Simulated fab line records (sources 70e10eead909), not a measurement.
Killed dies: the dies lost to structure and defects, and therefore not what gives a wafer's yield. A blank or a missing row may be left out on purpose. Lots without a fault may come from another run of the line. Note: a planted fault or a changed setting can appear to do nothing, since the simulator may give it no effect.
Which tool did it? | flow nand harc | 24 lots, 72 wafers sampled, at 6 steps of a route of 1159

== WHAT THE GAUGES SHOWED, per wafer ==
NHARC_A_CONTACT_OVL_MEAS_43. Usual: overlay x nm 0.3 nm, standard deviation 0.83; overlay y nm -0.1 nm, standard deviation 0.85.
lot  | measured     | on         | overlay x nm (nm) | overlay y nm (nm) | flag
L074 | day 15 19:14 | overlay-02 | -0.2 -0.2 0.2     | -1.6 -1.7 -1.5    |
L075 | day 16 07:55 | overlay-02 | 0.3 0.5 0.1       | -0.2 -0.4 -0.5    |
L077 | day 16 12:54 | overlay-02 | -0.9 -1.0 -0.6    | 0.6 0.2 0.3       |
L076 | day 16 13:33 | overlay-01 | -0.7 -0.6 -0.7    | 0.2 0.8 0.4       |
L078 | day 16 22:34 | overlay-02 | 1.1 1.1 1.0       | -0.7 0.1 -0.3     |
L081 | day 17 19:56 | overlay-01 | -0.5 -0.7 -0.3    | 0.6 0.3 0.4       |
L079 | day 17 10:22 | overlay-02 | 0.6 0.2 0.3       | -1.0 -0.8 -0.6    |
L080 | day 17 14:36 | overlay-01 | 1.2 0.8 1.0       | -1.0 -0.4 -0.2    |
L083 | day 18 18:02 | overlay-01 | -1.2 -0.8 -1.5    | 0.0 -0.4 -0.4     |
L082 | day 18 17:37 | overlay-01 | 0.3 -0.3 0.5      | 1.0 1.1 0.9       |
L084 | day 19 04:40 | overlay-02 | 0.0 -0.4 -0.3     | 1.5 1.5 1.4       |
L087 | day 19 03:28 | overlay-01 | 1.5 1.4 1.5       | 1.9 1.2 1.6       |
L086 | day 19 07:35 | overlay-02 | -0.1 -1.0 -0.2    | -0.5 0.0 0.1      |
L085 | day 19 08:50 | overlay-02 | 1.6 2.1 1.8       | 1.1 1.0 0.9       |
L088 | day 19 12:24 | overlay-01 | 0.3 0.1 0.0       | -0.5 -0.3 0.2     |
L089 | day 19 22:07 | overlay-02 | -0.8 -0.5 -0.3    | 0.1 0.1 0.2       |
L090 | day 19 21:56 | overlay-02 | -0.6 -0.4 -0.8    | -0.2 -0.7 -0.5    |
L093 | day 20 23:01 | overlay-01 | 0.4 0.4 0.2       | -1.3 -1.2 -0.5    |
L094 | day 21 08:41 | overlay-02 | 0.5 0.7 0.7       | -0.2 -0.9 -0.2    |
L092 | day 21 04:18 | overlay-01 | 0.6 1.3 1.0       | -0.8 -1.1 -0.8    |
L091 | day 21 17:13 | overlay-01 | 0.6 1.0 0.9       | 1.1 0.5 0.6       |
L097 | day 21 20:56 | overlay-01 | 0.4 -0.2 0.1      | -0.4 -0.7 -0.2    |
L096 | day 21 16:57 | overlay-02 | 1.5 1.6 1.9       | -0.7 -0.3 0.0     |
L095 | day 22 03:43 | overlay-01 | 0.9 1.3 1.2       | -0.2 -0.1 -0.5    |

NHARC_A_CONTACT_CD_MEAS_53. Usual: cd nm 189.8 nm, standard deviation 0.61.
lot  | measured     | on        | cd nm (nm)        | flag
L074 | day 15 22:41 | cd sem-01 | 190.1 190.2 189.6 |
L075 | day 16 11:20 | cd sem-01 | 190.2 190.6 190.1 |
L077 | day 16 17:11 | cd sem-01 | 188.0 188.9 188.9 |
L076 | day 16 16:57 | cd sem-03 | 189.0 189.6 188.5 |
L078 | day 17 02:03 | cd sem-01 | 190.1 190.5 190.2 |
L081 | day 17 23:19 | cd sem-03 | 189.0 189.2 189.4 |
L079 | day 17 13:49 | cd sem-03 | 189.7 190.6 190.3 |
L080 | day 17 17:59 | cd sem-03 | 190.3 190.2 190.5 |
L083 | day 18 21:38 | cd sem-01 | 189.7 190.3 189.6 |
L082 | day 18 20:59 | cd sem-03 | 190.4 190.1 189.8 |
L084 | day 19 08:17 | cd sem-01 | 188.8 189.6 189.4 |
L087 | day 19 06:55 | cd sem-03 | 190.4 189.8 189.9 |
L086 | day 19 11:08 | cd sem-02 | 189.9 190.3 189.8 |
L085 | day 19 12:17 | cd sem-01 | 190.0 190.2 189.1 |
L088 | day 19 15:48 | cd sem-02 | 190.7 189.9 190.2 |
L089 | day 20 02:09 | cd sem-02 | 190.3 190.1 190.3 |
L090 | day 20 01:39 | cd sem-01 | 189.4 189.1 188.9 |
L093 | day 21 02:34 | cd sem-02 | 189.9 189.4 189.0 |
L094 | day 21 12:05 | cd sem-01 | 190.4 191.1 190.7 |
L092 | day 21 08:11 | cd sem-02 | 189.4 189.4 189.9 |
L091 | day 21 20:53 | cd sem-01 | 189.9 189.6 189.7 |
L097 | day 22 00:43 | cd sem-01 | 189.5 189.2 189.2 |
L096 | day 21 21:01 | cd sem-02 | 189.8 189.5 189.8 |
L095 | day 22 07:43 | cd sem-03 | 189.1 189.3 188.3 |

== WHAT TOOL EACH LOT RAN ON (gives the tool, then ch and the chambers of the sampled wafers, and finally the start) ==
lot  | NHARC_A_WL_FILL_ALD_19              | NHARC_A_CONTACT_DEP_28        | NHARC_A_CONTACT_ETCH_48            | NHARC_A_CONTACT_ETCH_117
L074 | ald metal-02 ch 0,1,2, day 15 04:56 | acl dep-01 ch 0, day 15 16:10 | rie diel-11 ch 0,2,3, day 15 19:28 | har cap etch-01 ch 0,1, day 15 21:19
L075 | ald metal-03 ch 1,3, day 15 17:26   | acl dep-03 ch 0, day 16 04:33 | rie diel-05 ch 0,2,3, day 16 08:07 | har cap etch-01 ch 0,1, day 16 09:56
L077 | ald metal-03 ch 1,2,3, day 16 00:56 | acl dep-01 ch 0, day 16 10:14 | rie diel-05 ch 1,2,3, day 16 13:16 | har cap etch-01 ch 0,1, day 16 15:50
L076 | ald metal-04 ch 0,2,3, day 16 00:58 | acl dep-03 ch 0, day 16 11:15 | rie diel-08 ch 0,1,3, day 16 13:45 | har cap etch-03 ch 0,1, day 16 15:37
L078 | ald metal-04 ch 0,1,3, day 16 10:15 | acl dep-02 ch 0, day 16 19:31 | rie diel-05 ch 0,1,2, day 16 22:46 | har cap etch-02 ch 0,1, day 17 00:41
L081 | ald metal-03 ch 0,1,3, day 17 00:52 | acl dep-02 ch 0, day 17 16:55 | rie diel-05 ch 0,2,3, day 17 20:08 | har cap etch-01 ch 0,1, day 17 21:57
L079 | ald metal-04 ch 0,2,3, day 17 00:52 | acl dep-01 ch 0, day 17 07:38 | rie diel-11 ch 0,2,3, day 17 10:32 | har cap etch-02 ch 0,1, day 17 12:28
L080 | ald metal-02 ch 0,1,3, day 17 00:53 | acl dep-02 ch 0, day 17 11:54 | rie diel-08 ch 0,2,3, day 17 14:47 | har cap etch-03 ch 0,1, day 17 16:37
L083 | ald metal-03 ch 0,1,2, day 18 08:07 | acl dep-02 ch 0, day 18 14:59 | rie diel-08 ch 1,2,3, day 18 18:18 | har cap etch-01 ch 0,1, day 18 20:13
L082 | ald metal-02 ch 0,1,2, day 18 08:07 | acl dep-01 ch 0, day 18 14:57 | rie diel-05 ch 0,1,3, day 18 17:48 | har cap etch-03 ch 0,1, day 18 19:38
L084 | ald metal-03 ch 2,3, day 18 15:07   | acl dep-02 ch 0, day 19 02:07 | rie diel-05 ch 1,2, day 19 04:53   | har cap etch-02 ch 1, day 19 06:56
L087 | ald metal-02 ch 0,2,3, day 18 15:07 | acl dep-01 ch 0, day 19 00:25 | rie diel-11 ch 0,2,3, day 19 03:43 | har cap etch-03 ch 0,1, day 19 05:32
L086 | ald metal-04 ch 0,1,3, day 18 21:34 | acl dep-01 ch 0, day 19 05:16 | rie diel-08 ch 1,2,3, day 19 07:48 | har cap etch-03 ch 0,1, day 19 09:44
L085 | ald metal-03 ch 2,3, day 18 21:34   | acl dep-02 ch 0, day 19 05:51 | rie diel-05 ch 0,1,2, day 19 09:01 | har cap etch-01 ch 1, day 19 10:55
L088 | ald metal-02 ch 0,2,3, day 18 21:37 | acl dep-01 ch 0, day 19 09:42 | rie diel-11 ch 0,1, day 19 12:35   | har cap etch-02 ch 0,1, day 19 14:26
L089 | ald metal-02 ch 1,2,3, day 19 10:38 | acl dep-02 ch 0, day 19 19:27 | rie diel-11 ch 1,2,3, day 19 22:28 | har cap etch-01 ch 0,1, day 20 00:41
L090 | ald metal-03 ch 0,1,2, day 19 10:40 | acl dep-01 ch 0, day 19 19:38 | rie diel-11 ch 0,2,3, day 19 22:10 | har cap etch-02 ch 0,1, day 20 00:13
L093 | ald metal-02 ch 2,3, day 20 10:23   | acl dep-02 ch 0, day 20 20:42 | rie diel-05 ch 1,2,3, day 20 23:11 | har cap etch-02 ch 0,1, day 21 01:13
L094 | ald metal-04 ch 1,2,3, day 20 10:25 | acl dep-02 ch 0, day 21 06:23 | rie diel-05 ch 0,2,3, day 21 08:53 | har cap etch-02 ch 0,1, day 21 10:45
L092 | ald metal-03 ch 0,1,2, day 20 10:26 | acl dep-02 ch 0, day 21 01:24 | rie diel-11 ch 0,2, day 21 04:32   | har cap etch-01 ch 0,1, day 21 06:49
L091 | ald metal-04 ch 2,3, day 21 01:35   | acl dep-02 ch 0, day 21 14:43 | rie diel-05 ch 0,1,3, day 21 17:25 | har cap etch-03 ch 0,1, day 21 19:29
L097 | ald metal-03 ch 0,1, day 21 01:35   | acl dep-01 ch 0, day 21 17:54 | rie diel-05 ch 1,2, day 21 21:08   | har cap etch-03 ch 0,1, day 21 23:19
L096 | ald metal-02 ch 0,2,3, day 21 01:38 | acl dep-03 ch 0, day 21 14:01 | rie diel-08 ch 1,2,3, day 21 17:17 | har cap etch-01 ch 0,1, day 21 19:20
L095 | ald metal-04 ch 1,3, day 21 06:14   | acl dep-02 ch 0, day 22 00:40 | rie diel-11 ch 0,2,3, day 22 03:55 | har cap etch-01 ch 0,1, day 22 06:03
- NHARC_A_WL_FILL_ALD_19: deposits TiN, target thk 2 nm, pulse time 3 s, ald cycles 100.
- NHARC_A_CONTACT_DEP_28: deposits aC, target thk 3600 nm.
- NHARC_A_CONTACT_ETCH_48: etches the open film in CF4, target depth 39 nm, time 65 s.
- NHARC_A_CONTACT_ETCH_117: etches the open film in C4F8/O2/Ar, time 94 s, target depth 922 nm.

== WHAT THE TOOLS THEMSELVES READ (means of the sampled wafers that have a number; where no wafer has one, the mark that the record gives instead) ==
NHARC_A_WL_FILL_ALD_19. Usual: heater power w 1110 W, standard deviation 99; precursor pulse height rel 1.001, standard deviation 0.02.
lot  | tool         | heater power w (W) | precursor pulse height rel | flag
L074 | ald metal-02 | 998                | 1.001                      |
L075 | ald metal-03 | 1055               | 1.000                      |
L077 | ald metal-03 | 1074               | 0.993                      |
L076 | ald metal-04 | 1232               | 1.010                      |
L078 | ald metal-04 | 1273               | 0.981                      |
L081 | ald metal-03 | 1035               | 0.997                      |
L079 | ald metal-04 | 1243               | 0.989                      |
L080 | ald metal-02 | 1051               | 0.996                      |
L083 | ald metal-03 | 1076               | 0.987                      |
L082 | ald metal-02 | 1030               | 1.001                      |
L084 | ald metal-03 | 1110               | 1.005                      |
L087 | ald metal-02 | 1038               | 1.017                      |
L086 | ald metal-04 | 1225               | 1.012                      |
L085 | ald metal-03 | 1094               | 1.011                      |
L088 | ald metal-02 | 1035               | 1.000                      |
L089 | ald metal-02 | 1101               | 1.003                      |
L090 | ald metal-03 | 1092               | 0.990                      |
L093 | ald metal-02 | 1106               | 1.006                      |
L094 | ald metal-04 | 1148               | 1.011                      |
L092 | ald metal-03 | 1077               | 0.979                      |
L091 | ald metal-04 | 1102               | 0.987                      |
L097 | ald metal-03 | 1053               | 1.014                      |
L096 | ald metal-02 | 1050               | 1.019                      |
L095 | ald metal-04 | 1217               | 0.972                      |

NHARC_A_CONTACT_DEP_28. Usual: throttle valve pct 34.999 %, standard deviation 0.0077.
lot  | tool       | throttle valve pct (%) | flag
L074 | acl dep-01 | 35.003                 |
L075 | acl dep-03 | 35.003                 |
L077 | acl dep-01 | 34.998                 |
L076 | acl dep-03 | 35.001                 |
L078 | acl dep-02 | 34.997                 |
L081 | acl dep-02 | 34.996                 |
L079 | acl dep-01 | 34.995                 |
L080 | acl dep-02 | 35.007                 |
L083 | acl dep-02 | 34.991                 |
L082 | acl dep-01 | 35.003                 |
L084 | acl dep-02 | 34.998                 |
L087 | acl dep-01 | 35.006                 |
L086 | acl dep-01 | 34.999                 |
L085 | acl dep-02 | 35.004                 |
L088 | acl dep-01 | 34.999                 |
L089 | acl dep-02 | 35.000                 |
L090 | acl dep-01 | 35.000                 |
L093 | acl dep-02 | 35.002                 |
L094 | acl dep-02 | 34.999                 |
L092 | acl dep-02 | 34.993                 |
L091 | acl dep-02 | 34.994                 |
L097 | acl dep-01 | 35.002                 |
L096 | acl dep-03 | 34.992                 |
L095 | acl dep-02 | 35.001                 |

NHARC_A_CONTACT_ETCH_48. Usual: drypump motor current A 5.9 A, standard deviation 0.39; oes product au 1.004 a.u., standard deviation 0.0071; rf vpp V 151.7 V, standard deviation 1.3; showerhead plenum p Torr 1.80 Torr, standard deviation 0.07; throttle valve pct 13.284 %, standard deviation 0.0093.
lot  | tool        | drypump motor current A (A) | oes product au (a.u.) | rf vpp V (V) | showerhead plenum p Torr (Torr) | throttle valve pct (%) | flag
L074 | rie diel-11 | 6.1                         | 0.999                 | 150.4        | 1.74                            | 13.283                 |
L075 | rie diel-05 | 6.1                         | 1.004                 | 152.7        | 1.84                            | 13.282                 |
L077 | rie diel-05 | 5.8                         | 1.010                 | 151.8        | 1.85                            | 13.278                 |
L076 | rie diel-08 | 5.7                         | 1.001                 | 150.7        | 1.72                            | 13.280                 |
L078 | rie diel-05 | 5.9                         | 1.010                 | 152.8        | 1.84                            | 13.291                 |
L081 | rie diel-05 | 6.1                         | 1.003                 | 152.6        | 1.84                            | 13.278                 |
L079 | rie diel-11 | 6.1                         | 1.001                 | 149.9        | 1.73                            | 13.280                 |
L080 | rie diel-08 | 5.7                         | 1.002                 | 152.2        | 1.80                            | 13.295                 |
L083 | rie diel-08 | 5.5                         | 0.999                 | 151.7        | 1.74                            | 13.280                 |
L082 | rie diel-05 | 5.8                         | 1.006                 | 153.2        | 1.85                            | 13.279                 |
L084 | rie diel-05 | 5.6                         | 1.004                 | 152.9        | 1.84                            | 13.286                 |
L087 | rie diel-11 | 6.1                         | 1.005                 | 150.3        | 1.73                            | 13.281                 |
L086 | rie diel-08 | 5.5                         | 1.004                 | 151.3        | 1.74                            | 13.287                 |
L085 | rie diel-05 | 5.9                         | 1.004                 | 151.0        | 1.84                            | 13.279                 |
L088 | rie diel-11 | 6.1                         | 0.999                 | 152.3        | 1.80                            | 13.280                 |
L089 | rie diel-11 | 6.2                         | 1.001                 | 150.2        | 1.74                            | 13.285                 |
L090 | rie diel-11 | 6.1                         | 0.997                 | 151.2        | 1.73                            | 13.286                 |
L093 | rie diel-05 | 5.8                         | 0.996                 | 152.2        | 1.84                            | 13.282                 |
L094 | rie diel-05 | 6.2                         | 1.006                 | 151.5        | 1.83                            | 13.285                 |
L092 | rie diel-11 | 5.9                         | 0.999                 | 151.4        | 1.76                            | 13.288                 |
L091 | rie diel-05 | 5.8                         | 0.994                 | 151.7        | 1.84                            | 13.287                 |
L097 | rie diel-05 | 5.6                         | 1.007                 | 152.3        | 1.84                            | 13.291                 |
L096 | rie diel-08 | 5.5                         | 0.997                 | 151.6        | 1.82                            | 13.281                 |
L095 | rie diel-11 | 6.1                         | 1.014                 | 150.1        | 1.72                            | 13.288                 |

== THE ANSWER, worked out from the rows above alone ==
Rule: take the mean of a lot's wafers that have a number; if it is more than 3 standard deviations from the usual mean, the lot is off. Also off: a lot with no number at a reading for which 4 or more lots have one. Where the step has rows for the other lots, those lots are counted as sound. The gauges are gone through in route order, then the tools' own readings, and for those a lot's mean is taken as printed above. At the first step where some lot is off, the reading lying furthest off is the one used; lots without a number count as furthest.
Across all readings shown, no lot is off: no conclusion can be drawn from this.

== WHAT WAS PUT IN BY THE SIMULATOR ==
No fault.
